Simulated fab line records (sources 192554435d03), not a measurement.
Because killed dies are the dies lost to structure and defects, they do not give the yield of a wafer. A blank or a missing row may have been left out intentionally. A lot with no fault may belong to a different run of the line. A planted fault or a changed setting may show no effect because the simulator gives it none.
fab line records	flow n5Finfet
[record] lots = 8	wafers = 24	lastDay = 17
route steps=1938 shown BEOL_M0_SAQP@699 BEOL_M0_CUTY@711 BEOL_M0@715 BEOL_M4@1111 PASSIVATION@1936
lots untouched by any fault: they come from a run of this same line in which no faults occurred
startH: start of the lot's first displayed wafer, in hours after the record's first day	waitH: time in hours since the lot's previous step	" as in the row above	L1.1+2: several wafers, shown together as one row	- either no value or no given start	* or withheld: withheld	< > ~ a bound
route shown NAME@n: NAME is a module with steps in the file, n the number in the route of the first one	usual: the fault-free wafers' mean and standard deviation	same: alike in all rows	chamber/n: place in a boat	sites: the reading at each site	_std_site: the standard deviation of these	_edge_site: inner sites' mean taken away from outer sites' mean	radiusMm: for every site, how far away it sits from the centre of the wafer	mask NAME#n: copy n	behind: the tool/chamber that last shaped the wafer	hold: cause of the lot's hold/its duration in hours/its outcome	device: transistor that didn't switch, given as n, p or np	end of line: at the end of the route, the tests of the same wafers	where a step has no rows: the recipe by itself	killed: count of dies lost to structure and defects at first sort (not the wafer's yield)	map: a wafer's dies, marking killed ones x, the rest . and places with no die _
set.NAME: setting as actually run; set.NAME@STEP: the setting as run at that earlier step	model.NAME: the simulator's own value behind a step, which no gauge read
one table for each step of the route and one row for each wafer, over a sample of lots
services: a tool's chamber out of use, with start hour (startH, from the record's first day; less than 0 if before it), hours out, and reason
[[steps]]
[step N5_BEOL_M0_SAQP_ETCH_49]
[recipe] chemistry = CF4/O2	targetDepthA = 370	target = SiO2	pressureMtorr = 40	sourceW = 535	biasW = 49	Ar_flow_sccm = 100	cf4FlowSccm = 100	O2_flow_sccm = 10	ionEnergyEv = 100
[usual] drypumpMotorCurrentA = 5.8/0.42	oes_ar_750_au = 0.76/0.065	oes_f_703_au = 0.76/0.065	oes_o_777_au = 0.76/0.068	oesProductAu = 0.76/0.069	rfFwdPowerW = 532.7/2.1	rfVppV = 241/3.5	showerheadPlenumPTorr = 2.20/0.056	throttleValvePct = 15.92/0.18
lot.wafer	tool	chamber	startH	waitH	drypumpMotorCurrentA	oes_ar_750_au	oes_f_703_au	oes_o_777_au	oesProductAu	rfFwdPowerW	rfHoursCounterH	rfVppV	showerheadPlenumPTorr	throttleValvePct
L381.2	rieDiel-02	3	112.48	0.3	5.8	0.73	0.72	0.72	0.73	529.6	208	239	2.19	15.72
L381.3	"	0	"	"	5.7	0.73	0.72	0.75	0.74	535.7	185	243	2.18	16.00
L381.5	"	0	"	"	5.8	0.74	0.73	0.75	0.75	531.3	-	244	2.19	16.00
L386.1	rieDiel-04	3	138.83	0.3	5.2	0.71	0.72	0.73	0.70	532.8	236	244	2.18	15.68
L386.2	"	2	"	"	6.2	0.75	0.74	0.74	0.75	529.1	149	239	2.20	16.07
L386.5	"	2	"	"	6.2	0.75	0.74	0.74	0.75	533.3	-	239	2.20	16.07
L387.2	rieDiel-05	3	150.88	0.4	6.1	0.79	0.80	0.80	0.79	531.2	89	237	2.15	15.89
L387.3	"	0	"	"	6.0	0.83	0.85	0.82	0.85	532.8	56	244	2.24	15.97
L387.4	"	3	"	"	6.1	0.80	0.80	0.80	0.81	528.9	-	239	2.15	15.86
L390.1	rieDiel-05	0	173.98	0.3	6.0	0.83	0.84	0.83	0.84	531.8	63	242	2.24	15.99
L390.2	"	2	"	"	5.3	0.73	0.74	0.74	0.71	533.0	186	236	2.28	15.76
L390.3	"	1	"	"	6.3	0.69	0.69	0.69	0.69	533.0	223	235	2.28	15.93
L398.3	rieDiel-05	0	219.29	0.3	6.1	0.81	0.82	0.80	0.82	529.9	77	243	2.24	16.02
L398.4	"	2	"	"	5.4	0.72	0.74	0.73	0.70	530.7	198	234	2.27	15.79
L398.6	"	1	"	"	6.3	0.67	0.68	0.68	0.68	530.4	-	233	2.28	15.95
L400.4	rieDiel-02	3	224.09	0.3	5.8	0.71	0.70	0.69	0.71	528.5	237	238	2.18	15.76
L400.5	"	0	"	"	5.7	0.71	0.70	0.73	0.73	533.5	-	244	2.17	16.08
L400.6	"	1	"	"	6.0	0.76	0.76	0.77	0.77	532.8	-	241	2.13	16.16
L401.2	rieDiel-02	1	235.78	0.3	6.0	0.76	0.76	0.76	0.77	534.5	130	240	2.13	16.17
L401.3	"	0	"	"	5.8	0.71	0.70	0.72	0.73	533.4	224	244	2.17	16.07
L401.4	"	3	"	"	5.9	0.70	0.70	0.70	0.71	528.3	240	238	2.18	15.79
L404.1	rieDiel-02	0	252.27	0.3	5.8	0.70	0.69	0.72	0.71	532.5	228	244	2.17	16.09
L404.3	"	3	"	"	5.9	0.70	0.69	0.69	0.70	529.8	244	239	2.18	15.80
L404.5	"	3	"	"	5.9	0.70	0.69	0.69	0.70	530.0	-	238	2.18	15.80
[step N5_BEOL_M0_CUTY_DESCUM_61]
[recipe] chemistry = O2	timeS = 7.9	sourcePowerW = 50	biasPowerW = 20	pressureMtorr = 20	rfFrequencyHz = 2.712e+07	tempC = 40	resist = CAR-ArF-block	o2FlowSccm = 225
[usual] drypumpMotorCurrentA = 5.5/0.51	oesProductAu = 0.79/0.071	rfVppV = 243.3/1.4	showerheadPlenumPTorr = 2.10/0.075	throttleValvePct = 20.47/0.22
lot.wafer	tool	chamber	startH	waitH	drypumpMotorCurrentA	oesProductAu	rfHoursCounterH	rfVppV	showerheadPlenumPTorr	throttleValvePct
L381.2	rieDiel-01	0	113.25	0.2	5.6	0.74	188	242.2	2.08	20.60
L381.3	"	2	"	"	5.1	0.81	88	244.4	2.20	20.68
L381.5	"	0	"	"	5.6	0.75	-	243.4	2.08	20.61
L386.1	rieDiel-01	0	139.56	0.2	5.6	0.74	197	242.0	2.08	20.62
L386.2	"	3	"	"	6.5	0.87	34	244.7	2.23	20.16
L386.5	"	0	"	"	5.6	0.74	-	242.4	2.08	20.62
L387.2	rieDiel-01	0	151.46	0.0	5.6	0.73	202	243.5	2.07	20.63
L387.3	"	3	"	"	6.5	0.87	39	243.8	2.23	20.16
L387.4	"	0	"	"	5.6	0.72	-	242.2	2.07	20.63
L390.1	rieDiel-01	0	174.43	0.0	5.6	0.72	210	243.0	2.07	20.65
L390.2	"	3	"	"	6.6	0.85	48	245.2	2.22	20.18
L390.3	"	2	"	"	5.1	0.78	108	245.0	2.19	20.71
L398.3	rieDiel-01	0	219.87	0.0	5.6	0.71	226	241.9	2.07	20.66
L398.4	"	3	"	"	6.5	0.83	65	246.1	2.22	20.21
L398.6	"	0	"	"	5.6	0.72	-	243.0	2.07	20.68
L400.4	rieDiel-01	0	224.67	0.0	5.6	0.71	228	242.4	2.06	20.67
L400.5	"	0	"	"	5.6	0.71	-	242.3	2.06	20.65
L400.6	"	3	"	"	6.6	0.83	-	245.1	2.22	20.19
L401.2	rieDiel-03	1	236.37	0.0	4.8	0.78	114	240.6	2.02	20.13
L401.3	"	3	"	"	5.8	0.91	36	244.0	2.14	20.50
L401.4	"	0	"	"	6.3	0.69	237	244.9	2.16	20.74
L404.1	rieDiel-03	2	253.77	0.9	5.8	0.69	239	239.1	1.98	20.65
L404.3	"	1	"	"	4.8	0.77	122	242.7	2.02	20.11
L404.5	"	2	"	"	5.8	0.69	-	242.2	1.98	20.66
[step N5_BEOL_M0_ETCH_138]
[recipe] chemistry = CH3F/O2	targetDepthA = 120	target = SiCN	timeS = 31.6	ionEnergyEv = 120	pressureMtorr = 30	sourceW = 395	biasW = 75	Ar_flow_sccm = 150	CH3F_flow_sccm = 30	O2_flow_sccm = 20	ends = cleared
[usual] drypumpMotorCurrentA = 5.5/0.51	etchRfOnTimeS = 29.1/0.79	oesProductAu = 0.67/0.06	rfFwdPowerW = 386.0/1.8	rfVppV = 297.5/1.6	showerheadPlenumPTorr = 2.01/0.071	throttleValvePct = 16.31/0.25
lot.wafer	tool	chamber	startH	waitH	drypumpMotorCurrentA	etchRfOnTimeS	oesProductAu	rfFwdPowerW	rfHoursCounterH	rfVppV	showerheadPlenumPTorr	throttleValvePct
L381.2	rieDiel-01	0	113.46	0.0	5.6	28.3	0.64	386.4	188	296.3	1.98	16.46
L381.3	"	2	"	"	5.1	29.7	0.68	384.9	88	297.4	2.11	16.57
L381.5	"	0	"	"	5.6	29.2	0.64	385.8	-	296.8	1.98	16.46
L386.1	rieDiel-01	0	139.76	0.0	5.6	29.0	0.62	388.8	197	296.2	1.97	16.47
L386.2	"	3	"	"	6.5	29.1	0.75	386.0	34	300.1	2.12	15.93
L386.5	"	0	"	"	5.6	30.5	0.63	388.8	-	298.4	1.97	16.48
L387.2	rieDiel-01	0	151.67	0.0	5.6	29.8	0.63	389.3	202	296.8	1.97	16.49
L387.3	"	3	"	"	6.5	27.8	0.75	386.6	39	298.2	2.12	15.95
L387.4	"	0	"	"	5.6	29.0	0.63	387.6	-	295.7	1.97	16.50
L390.1	rieDiel-01	0	174.64	0.0	5.7	28.9	0.63	386.8	210	295.7	1.97	16.51
L390.2	"	3	"	"	6.5	28.5	0.74	384.5	48	298.7	2.11	15.97
L390.3	"	2	"	"	5.1	29.5	0.66	385.6	108	299.5	2.11	16.61
L398.3	rieDiel-01	0	220.08	0.0	5.6	24.0	0.67	623.6	226	255.3	1.96	16.53
L398.4	"	3	"	"	6.5	27.4	0.72	386.2	66	300.2	2.11	16.01
L398.6	"	0	"	"	5.6	24.1	0.68	624.1	-	254.2	1.96	16.54
L400.4	rieDiel-01	0	224.88	0.0	5.6	24.4	0.66	621.7	228	254.3	1.96	16.54
L400.5	"	0	"	"	5.6	24.7	0.67	623.2	-	253.7	1.96	16.55
L400.6	"	3	"	"	6.5	28.1	0.72	384.5	-	300.8	2.11	16.00
L401.2	rieDiel-03	1	236.57	0.0	4.8	28.6	0.67	385.8	114	296.0	1.94	16.05
L401.3	"	3	"	"	5.8	27.8	0.76	385.3	36	297.7	2.03	16.25
L401.4	"	0	"	"	6.2	28.0	0.59	388.1	237	297.8	2.05	16.54
L404.1	rieDiel-03	2	253.98	0.0	5.7	30.0	0.59	383.6	239	295.8	1.90	16.59
L404.3	"	1	"	"	4.8	29.0	0.66	384.1	122	295.3	1.94	16.06
L404.5	"	2	"	"	5.8	29.7	0.58	386.4	-	295.9	1.90	16.62
[step N5_BEOL_M0_STRIP_104]
[recipe] chemistry = N2/H2	powerW = 450	tempC = 40	pressureMtorr = 20	rfFrequencyHz = 6e+07	overashFraction = 0.3	biasPowerW = 7	h2Frac = 0.5	n2FlowSccm = 200	h2FlowSccm = 200
[usual] drypumpMotorCurrentA = 5.5/0.48	oesProductAu = 0.79/0.071	rfVppV = 59.2/1.5	showerheadPlenumPTorr = 2.54/0.087	throttleValvePct = 23.75/0.26
[same] overashFraction = 0.3
lot.wafer	tool	chamber	startH	waitH	drypumpMotorCurrentA	oesProductAu	rfHoursCounterH	rfVppV	showerheadPlenumPTorr	throttleValvePct
L381.2	rieDiel-06	3	113.95	0.0	4.9	0.86	56	60.1	2.48	23.73
L381.3	"	1	"	"	5.4	0.83	80	61.5	2.56	23.52
L381.5	"	3	"	"	4.9	0.84	-	61.3	2.49	23.76
L386.1	rieDiel-06	2	140.08	0.0	5.2	0.82	97	59.9	2.47	23.87
L386.2	"	3	"	"	4.9	0.84	65	58.7	2.48	23.78
L386.5	"	1	"	"	5.4	0.81	-	59.7	2.55	23.56
L387.2	rieDiel-06	3	154.52	0.0	4.9	0.83	70	61.5	2.48	23.77
L387.3	"	0	"	"	5.0	0.73	184	59.7	2.63	24.14
L387.4	"	1	"	"	5.4	0.81	94	57.1	2.55	23.53
L390.1	rieDiel-01	0	174.95	0.0	5.7	0.73	210	59.1	2.50	23.65
L390.2	"	1	"	"	5.8	0.96	5	59.7	2.49	23.59
L390.3	"	2	"	"	5.1	0.79	109	58.9	2.67	24.00
L398.3	rieDiel-03	3	222.62	0.0	5.8	0.92	-	58.0	2.57	23.52
L398.4	"	2	"	"	5.8	0.70	-	59.2	2.40	23.89
L398.6	"	3	"	"	5.8	0.92	-	60.1	2.57	23.54
L400.4	rieDiel-03	2	225.32	0.0	5.8	0.69	-	58.1	2.40	23.84
L400.5	"	0	"	"	6.3	0.70	-	56.4	2.62	24.00
L400.6	"	3	"	"	5.8	0.90	-	57.0	2.57	23.51
L401.2	rieDiel-03	1	239.15	0.0	4.8	0.79	115	57.3	2.44	23.16
L401.3	"	3	"	"	5.8	0.92	37	59.6	2.57	23.52
L401.4	"	0	"	"	6.3	0.69	238	59.3	2.61	23.99
L404.1	rieDiel-06	0	254.37	0.0	5.1	0.71	212	61.5	2.62	24.21
L404.3	"	3	"	"	4.9	0.77	106	59.9	2.46	23.80
L404.5	"	3	"	"	4.9	0.80	-	58.9	2.46	23.84
[step N5_BEOL_M4_RC_MEAS_101]
[usual] DIBL_N = 36.3/1.7	DIBL_P = 36.5/1.8	IOFF_N = 0.16/0.033	IOFF_P = 0.21/0.037	ION_N = 675/11	ION_P = 462/7.9	SS_N = 71.6/0.64	SS_P = 73.3/0.68	VT_N = 249/3.3	VT_P = -250/3.3
lot.wafer	tool	chamber	startH	waitH	DIBL_N[mV/V]	DIBL_P[mV/V]	IOFF_N[nA/um]	IOFF_P[nA/um]	ION_N[uA/um]	ION_P[uA/um]	SS_N[mV/dec]	SS_P[mV/dec]	VT_N[mV]	VT_P[mV]
L381.2	prober-01	0	159.47	0.2	35.4	36.0	0.14	0.19	666	457	71.4	73.2	253	-255
L381.3	"	0	"	"	35.3	36.6	0.15	0.20	684	469	71.6	73.9	249	-252
L381.5	"	0	"	"	34.9	36.1	0.15	0.19	678	466	71.6	73.7	253	-252
L386.1	prober-02	0	182.85	0.0	37.3	37.5	0.18	0.23	680	470	71.2	72.8	247	-250
L386.2	"	0	"	"	33.8	33.5	0.12	0.17	677	471	70.7	71.7	255	-253
L386.5	"	0	"	"	35.5	36.1	0.15	0.21	683	476	72.1	72.8	250	-250
L387.2	prober-01	0	202.29	0.2	37.3	38.4	0.18	0.24	680	466	72.3	72.8	247	-251
L387.3	"	0	"	"	36.6	36.7	0.17	0.22	688	459	71.7	72.8	250	-253
L387.4	"	0	"	"	37.0	37.8	0.17	0.24	676	465	72.3	73.0	249	-248
L390.1	prober-02	0	223.77	0.1	34.4	34.8	0.11	0.16	662	448	70.0	72.8	253	-257
L390.2	"	0	"	"	36.1	37.7	0.14	0.21	653	460	70.6	73.9	253	-251
L390.3	"	0	"	"	36.9	38.2	0.15	0.20	662	450	71.1	73.8	251	-253
L398.3	prober-02	0	264.16	0.3	37.3	35.4	0.16	0.22	675	466	71.4	72.8	247	-246
L398.4	"	0	"	"	35.6	34.2	0.15	0.22	703	481	71.4	72.5	246	-244
L398.6	"	0	"	"	35.4	34.3	0.14	0.21	677	469	71.2	72.8	249	-245
L400.4	prober-01	0	267.91	0.5	37.3	36.6	0.16	0.23	678	472	71.4	72.5	254	-245
L400.5	"	0	"	"	36.3	35.8	0.15	0.22	662	460	71.4	73.4	253	-248
L400.6	"	0	"	"	37.3	36.4	0.17	0.23	667	464	71.9	73.5	249	-247
L401.2	prober-02	0	288.09	0.2	33.4	33.1	0.13	0.17	682	465	71.4	72.7	251	-254
L401.3	"	0	"	"	35.3	34.8	0.16	0.19	677	462	71.3	73.6	247	-251
L401.4	"	0	"	"	34.3	33.9	0.14	0.18	672	459	71.9	73.2	250	-252
L404.1	prober-01	0	298.10	0.0	33.2	33.6	0.12	0.16	669	452	71.2	72.4	252	-256
L404.3	"	0	"	"	36.3	37.7	0.18	0.21	678	461	71.9	74.4	248	-250
L404.5	"	0	"	"	36.8	38.6	0.19	0.22	677	458	72.1	74.3	246	-253
[step N5_PASSIVATION_PROBE_49]
[usual] defectLimitedYield = 91.3/1.5	killed_at_M0_to_M3 = 34/9.4	killed_at_M4_up = 13/5.3	killedAtContacts = 13/5.7	killedAtFrontEnd = 40/10	killedAtOther = 3.7/2.8	killedDies = 103/17	killedOpen = 67/13	killedShort = 35/8.5	sort_bin_5_function = 5.0/0.98	sort_bin_6_memory = 3.3/0.7	sortNPass = 1077/17	sortYieldPct = 91.3/1.5
[same] grossDies = 1180	killedAtBackSide = 0	sort_bin_4_leakage[%] = 0	sort_bin_8_speed[%] = 0
lot.wafer	tool	chamber	startH	waitH	defectLimitedYield[%]	killed_at_M0_to_M3	killed_at_M4_up	killedAtContacts	killedAtFrontEnd	killedAtOther	killedDies	killedOpen	killedShort	sort_bin_5_function[%]	sort_bin_6_memory[%]	sortNPass	sortYieldPct[%]
L381.2	prober-01	-	261.56	0.1	91.4	27	12	12	47	3	101	69	32	4.7	3.4	1079	91.4
L381.3	prober-01	-	261.61	0.1	92.3	26	12	14	38	1	91	55	33	4.2	2.9	1089	92.3
L381.5	prober-01	-	261.71	0.2	91.3	28	22	12	39	2	103	70	33	4.3	4.3	1077	91.3
L386.1	prober-01	-	289.51	0.0	90.9	43	9	21	30	4	107	68	33	5.2	3.3	1073	90.9
L386.2	prober-01	-	289.56	0.1	91.4	36	7	12	43	3	101	66	34	4.8	3.1	1079	91.4
L386.5	prober-01	-	289.71	0.2	91.9	37	11	7	37	4	96	56	36	4.2	3.2	1084	91.9
L387.2	prober-01	-	307.64	0.1	89.0	31	16	22	56	5	130	90	40	6.1	4.7	1050	89.0
L387.3	prober-01	-	307.69	0.1	92.5	31	14	12	23	8	88	60	26	4.8	2.3	1092	92.5
L387.4	prober-01	-	307.74	0.2	89.9	40	8	9	59	3	119	80	37	5.0	4.1	1061	89.9
L390.1	prober-01	-	331.29	0.0	92.9	33	11	7	24	9	84	56	28	3.8	2.8	1096	92.9
L390.2	prober-01	-	331.34	0.1	90.8	37	20	5	43	4	109	68	38	4.7	4.2	1071	90.8
L390.3	prober-01	-	331.39	0.1	92.5	34	17	7	24	6	88	54	34	4.4	2.6	1092	92.5
L398.3	prober-02	-	365.44	0.1	91.2	42	21	1	35	5	104	82	22	4.9	3.9	1076	91.2
L398.4	prober-02	-	365.49	0.2	92.2	26	14	17	34	1	92	62	30	4.4	3.0	1088	92.2
L398.6	prober-02	-	365.59	0.3	93.9	39	5	5	19	4	72	54	17	3.8	1.9	1108	93.9
L400.4	prober-02	-	369.93	0.2	94.0	28	6	12	21	4	71	49	22	3.6	2.2	1109	94.0
L400.5	prober-02	-	369.98	0.2	90.7	34	14	11	45	6	110	77	32	5.9	3.1	1070	90.7
L400.6	prober-02	-	370.03	0.3	92.9	29	2	8	41	4	84	47	36	4.3	2.5	1096	92.9
L401.2	prober-01	-	386.92	0.1	93.1	17	16	15	34	0	82	51	31	4.2	2.8	1098	93.1
L401.3	prober-01	-	386.97	0.1	93.0	26	10	16	31	0	83	46	37	4.5	2.4	1097	93.0
L401.4	prober-01	-	387.02	0.2	94.2	13	8	7	38	2	68	48	18	3.6	2.0	1112	94.2
L404.1	prober-01	-	402.83	0.0	91.6	20	10	12	56	1	99	65	33	3.4	4.9	1081	91.6
L404.3	prober-01	-	402.93	0.1	88.1	37	23	16	60	4	140	88	51	7.7	3.7	1040	88.1
L404.5	prober-01	-	403.03	0.2	91.3	25	16	9	50	3	103	64	38	4.5	3.6	1077	91.3
// killed by level:class
L381.2 FIN_SAQP:geometricParticle:open=19 MOL_CONTACT_COAG:geometricParticle:open=9 FIN_SAQP:geometricParticle:short=7 BEOL_M2:geometricParticle:open=6 BEOL_M3:geometricParticle:open=5 SPACER0:geometricParticle:open=4 BEOL_M0_SAQP:geometricParticle:open=4 BEOL_M0_SAQP:geometricParticle:short=4
L381.3 MOL_CONTACT_COAG:geometricParticle:open=13 FIN_SAQP:geometricParticle:open=10 FIN_SAQP:geometricParticle:short=8 BEOL_M0_SAQP:geometricParticle:short=6 BEOL_M2:geometricParticle:open=6 BEOL_M4:geometricParticle:open=6 BEOL_M1:geometricParticle:open=4 BEOL_M3:geometricParticle:open=4
L381.5 BEOL_M4:geometricParticle:open=16 FIN_SAQP:geometricParticle:short=10 BEOL_M2:geometricParticle:open=9 MOL_CONTACT_COAG:geometricParticle:open=7 FIN_SAQP:geometricParticle:open=6 STARTING-WAFER:geometricParticle:open=6 MOL_CONTACT_COAG:geometricParticle:short=5 BEOL_M0_SAQP:geometricParticle:open=5
L386.1 MOL_CONTACT_COAG:geometricParticle:open=18 BEOL_M0_SAQP:geometricParticle:open=11 BEOL_M0_SAQP:geometricParticle:short=9 STI_FIN_REVEAL:geometricParticle:open=9 FIN_SAQP:geometricParticle:short=7 BEOL_M0:geometricParticle:open=6 BEOL_M2:geometricParticle:open=5 BEOL_M3:geometricParticle:open=5
L386.2 STI_FIN_REVEAL:geometricParticle:open=10 MOL_CONTACT_COAG:geometricParticle:open=10 BEOL_M2:geometricParticle:open=9 BEOL_M3:geometricParticle:open=9 FIN_SAQP:geometricParticle:short=7 FIN_SAQP:geometricParticle:open=5 GATE_CUT:geometricParticle:short=5 STI_FIN_REVEAL:geometricParticle:short=5
L386.5 STI_FIN_REVEAL:geometricParticle:open=12 FIN_SAQP:geometricParticle:short=10 BEOL_M0_SAQP:geometricParticle:short=8 FIN_SAQP:geometricParticle:open=7 MOL_CONTACT_COAG:geometricParticle:open=7 BEOL_M2:geometricParticle:open=7 BEOL_M0_SAQP:geometricParticle:open=6 BEOL_M3:geometricParticle:open=5
L387.2 MOL_CONTACT_COAG:geometricParticle:open=17 FIN_SAQP:geometricParticle:open=11 STI_FIN_REVEAL:geometricParticle:open=10 BEOL_M1:geometricParticle:open=10 FIN_SAQP:geometricParticle:short=8 BEOL_M4:geometricParticle:open=8 GATE_CUT:geometricParticle:short=6 DUMMY_GATE:geometricParticle:open=5
L387.3 MOL_CONTACT_COAG:geometricParticle:open=10 FIN_SAQP:geometricParticle:open=6 BEOL_M2:geometricParticle:open=6 BEOL_M1:geometricParticle:open=5 BEOL_M0_SAQP:geometricParticle:open=5 BEOL_M0_SAQP:geometricParticle:short=4 BEOL_M4:geometricParticle:open=4 STI_FIN_REVEAL:geometricParticle:open=3
L387.4 STI_FIN_REVEAL:geometricParticle:open=16 FIN_SAQP:geometricParticle:open=15 FIN_SAQP:geometricParticle:short=11 MOL_CONTACT_COAG:geometricParticle:open=9 BEOL_M1:geometricParticle:open=9 BEOL_M1:geometricParticle:short=7 BEOL_M0_SAQP:geometricParticle:open=6 BEOL_M3:geometricParticle:open=6
L390.1 BEOL_M0_SAQP:geometricParticle:short=10 BEOL_M2:geometricParticle:open=9 BEOL_M0_SAQP:geometricParticle:open=8 MOL_CONTACT_COAG:geometricParticle:open=7 FIN_SAQP:geometricParticle:short=6 ILD0:geometricParticle:open=5 BEOL_M4:geometricParticle:open=5 BEOL_M3:geometricParticle:open=4
L390.2 FIN_SAQP:geometricParticle:short=12 STI_FIN_REVEAL:geometricParticle:open=12 BEOL_M4:geometricParticle:open=12 BEOL_M0_SAQP:geometricParticle:short=11 BEOL_M2:geometricParticle:open=10 BEOL_M0_SAQP:geometricParticle:open=7 DUMMY_GATE:geometricParticle:open=6 GATE_CUT:geometricParticle:open=4
L390.3 FIN_SAQP:geometricParticle:short=11 BEOL_M0_SAQP:geometricParticle:open=10 BEOL_M4:geometricParticle:open=8 MOL_CONTACT_COAG:geometricParticle:open=6 BEOL_M0_SAQP:geometricParticle:short=6 BEOL_M2:geometricParticle:open=6 BEOL_M1:geometricParticle:short=4 BEOL_M5:geometricParticle:open=4
L398.3 BEOL_M3:geometricParticle:open=17 BEOL_M4:geometricParticle:open=14 STI_FIN_REVEAL:geometricParticle:open=12 BEOL_M2:geometricParticle:open=6 FIN_SAQP:geometricParticle:open=5 DUMMY_GATE:geometricParticle:open=5 BEOL_M0_SAQP:geometricParticle:short=5 BEOL_M1:geometricParticle:open=5
L398.4 MOL_CONTACT_COAG:geometricParticle:open=12 BEOL_M3:geometricParticle:open=9 STI_FIN_REVEAL:geometricParticle:open=7 BEOL_M0_SAQP:geometricParticle:short=7 GATE_CUT:geometricParticle:short=6 BEOL_M4:geometricParticle:open=6 FIN_SAQP:geometricParticle:open=5 MOL_CONTACT_COAG:geometricParticle:short=5
L398.6 BEOL_M3:geometricParticle:open=12 BEOL_M2:geometricParticle:open=7 MOL_CONTACT_COAG:geometricParticle:open=5 STI_FIN_REVEAL:geometricParticle:open=4 BEOL_M0_SAQP:geometricParticle:open=4 BEOL_M0:geometricParticle:open=4 BEOL_M1:geometricParticle:open=4 GATE_CUT:geometricParticle:short=3
L400.4 MOL_CONTACT_COAG:geometricParticle:open=10 BEOL_M3:geometricParticle:open=8 BEOL_M2:geometricParticle:open=5 DUMMY_GATE:geometricParticle:open=4 BEOL_M0_SAQP:geometricParticle:short=4 STI_FIN_REVEAL:geometricParticle:open=3 DUMMY_GATE:geometricParticle:short=3 BEOL_M0_SAQP:geometricParticle:open=3
L400.5 STI_FIN_REVEAL:geometricParticle:open=15 BEOL_M2:geometricParticle:open=9 MOL_CONTACT_COAG:geometricParticle:open=8 FIN_SAQP:geometricParticle:open=7 BEOL_M4:geometricParticle:short=5 BEOL_M0_SAQP:geometricParticle:open=5 BEOL_M1:geometricParticle:open=5 GATE_CUT:geometricParticle:open=4
L400.6 FIN_SAQP:geometricParticle:open=7 MOL_CONTACT_COAG:geometricParticle:open=7 STI_FIN_REVEAL:geometricParticle:open=7 BEOL_M0_SAQP:geometricParticle:short=7 BEOL_M3:geometricParticle:open=6 BEOL_M3:geometricParticle:short=6 STARTING-WAFER:geometricParticle:short=6 FIN_SAQP:geometricParticle:short=4
L401.2 MOL_CONTACT_COAG:geometricParticle:open=11 FIN_SAQP:geometricParticle:open=10 BEOL_M4:geometricParticle:open=8 BEOL_M3:geometricParticle:open=7 BEOL_M3:geometricParticle:short=5 GATE_CUT:geometricParticle:short=4 MOL_CONTACT_COAG:geometricParticle:short=4 BEOL_M4:geometricParticle:short=4
L401.3 MOL_CONTACT_COAG:geometricParticle:open=9 BEOL_M0_SAQP:geometricParticle:short=9 MOL_CONTACT_COAG:geometricParticle:short=7 STARTING-WAFER:geometricParticle:short=7 BEOL_M0_SAQP:geometricParticle:open=6 BEOL_M1:geometricParticle:open=6 DUMMY_GATE:geometricParticle:open=5 FIN_SAQP:geometricParticle:short=4
L401.4 FIN_SAQP:geometricParticle:open=8 MOL_CONTACT_COAG:geometricParticle:open=7 FIN_SAQP:geometricParticle:short=6 GATE_CUT:geometricParticle:open=6 BEOL_M2:geometricParticle:open=6 BEOL_M4:geometricParticle:open=5 GATE_CUT:geometricParticle:short=4 STI_FIN_REVEAL:geometricParticle:open=3
L404.1 FIN_SAQP:geometricParticle:short=14 FIN_SAQP:geometricParticle:open=10 MOL_CONTACT_COAG:geometricParticle:open=10 GATE_CUT:geometricParticle:open=8 BEOL_M3:geometricParticle:open=7 STI_FIN_REVEAL:geometricParticle:open=5 BEOL_M2:geometricParticle:open=5 BEOL_M4:geometricParticle:open=5
L404.3 BEOL_M2:geometricParticle:open=20 FIN_SAQP:geometricParticle:short=15 MOL_CONTACT_COAG:geometricParticle:open=13 BEOL_M4:geometricParticle:open=10 STI_FIN_REVEAL:geometricParticle:open=8 GATE_CUT:geometricParticle:short=8 GATE_CUT:geometricParticle:open=8 FIN_SAQP:geometricParticle:open=4
L404.5 FIN_SAQP:geometricParticle:short=11 DUMMY_GATE:geometricParticle:open=9 BEOL_M2:geometricParticle:open=8 BEOL_M4:geometricParticle:open=7 MOL_CONTACT_COAG:geometricParticle:open=7 BEOL_M1:geometricParticle:open=7 GATE_CUT:geometricParticle:short=6 GATE_CUT:geometricParticle:open=5
[[services]]
tool	chamber	startH	hours	kind
rieDiel-06	-	89.79	0.7	repair
rieDiel-04	3	102.34	4.6	repair
rieDiel-02	2	104.30	10.3	repair
rieDiel-05	3	106.16	6.8	repair
rieDiel-03	3	115.55	-	clean
rieDiel-03	3	115.55	-	consumableReplace:focusRing
rieDiel-03	3	115.55	23.0	scheduledDown
rieDiel-03	3	115.55	23.0	ventCycle
rieDiel-05	1	139.32	17.3	repair
rieDiel-03	2	140.46	3.9	repair
rieDiel-02	3	143.02	4.5	repair
rieDiel-01	1	146.78	-	clean
rieDiel-01	1	146.78	-	consumableReplace:focusRing
rieDiel-01	1	146.78	13.0	scheduledDown
rieDiel-01	1	146.78	13.0	ventCycle
rieDiel-04	0	150.47	3.8	repair
rieDiel-02	3	155.23	9.1	repair
rieDiel-04	2	180.80	8.5	repair
rieDiel-03	0	187.82	10.9	repair
rieDiel-06	0	188.36	17.2	repair
rieDiel-02	-	189.99	2.8	pm
rieDiel-03	1	213.27	14.2	repair
rieDiel-03	0	218.88	6.2	repair
rieDiel-04	1	229.69	7.4	repair
[[key]]
[firstSign] step = N5_BEOL_M0_ETCH_138	reading = rfFwdPowerW	direction = up	sigmas = 99+	usual = *	struck = *
[effect] step = N5_BEOL_M0_ETCH_138	reading = rfVppV	direction = down	sigmas = 27	usual = 297.5	struck = 254.4
metAt N5_BEOL_M0_ETCH_138
struckLots L398,L400
struckWafers L398.3,L398.6,L400.4,L400.5
notActingAt N5_BEOL_M0_SAQP_ETCH_49,N5_BEOL_M0_CUTY_DESCUM_61,N5_BEOL_M0_STRIP_104
onsetBetween 174.64 220.08
[fault] kind = processParameterDrift	tool = rieDiel-01	chamber = 0	onsetH = 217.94	steps = N5_BEOL_M0_ETCH_138	channel = sourceW	offset = 237	shape = step	endH = 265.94	actsIn = theseRecipesOnly	stated = 395
